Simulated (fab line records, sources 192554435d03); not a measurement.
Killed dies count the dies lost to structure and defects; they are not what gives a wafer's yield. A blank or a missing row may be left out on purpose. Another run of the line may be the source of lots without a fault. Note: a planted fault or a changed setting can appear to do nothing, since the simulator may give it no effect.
Matching of chambers	flow n5-finfet	N5_BEOL_M10_ETCH_62 on rie-diel-06: 4 sister chambers
The step etches SOC in N2/H2, target depth 110 nm, overetch 22 nm, time 165 s. 4 wafers are shown with their chamber, then 12 later ones without.

## WAFERS PAIRED WITH THEIR CHAMBERS
wafer	chamber	drypump-motor-current-A (A)
L084.3	3	6.2
L089.5	0	5.7
L088.3	1	6.0
L088.5	2	5.9

## WAFERS WHOSE CHAMBER IS MISSING
wafer	drypump-motor-current-A (A)
L091.2	6.0
L091.4	6.2
L091.5	5.8
L093.1	5.9
L093.3	5.8
L093.6	6.2
L094.2	5.8
L094.3	6.0
L094.5	5.8
L096.3	6.0
L096.4	5.8
L096.5	6.0

## WHICH CHAMBER EACH ONE RAN IN
wafer	from the rows above	in truth
L091.2	can't be placed: 1 or 2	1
L091.4	3	3
L091.5	can't be placed: 0 or 2 or 1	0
L093.1	can't be placed: 2 or 1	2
L093.3	can't be placed: 0 or 2 or 1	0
L093.6	3	3
L094.2	can't be placed: 0 or 2 or 1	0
L094.3	can't be placed: 1 or 2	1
L094.5	can't be placed: 0 or 2 or 1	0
L096.3	can't be placed: 1 or 2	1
L096.4	can't be placed: 0 or 2 or 1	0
L096.5	can't be placed: 1 or 2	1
Correctly placed: 2 of 12. These rows do not allow placing 10 (true chamber among the candidates in 10). 0 placed wrongly.
How it was worked out, from the rows above alone: a wafer's distance from a chamber is the root of the sum, over the readings, of the square of ((its reading less the chamber's mean) divided by the reading's scatter). If the next closest chamber is less than 2 further off than the closest, the wafer can't be placed; otherwise it belongs to the closest. The mean given for a chamber averages the wafers shown for that chamber. The scatter (one wafer shown for each chamber): square how far every hidden wafer sits from the nearest shown wafer, average those squares and take the square root.
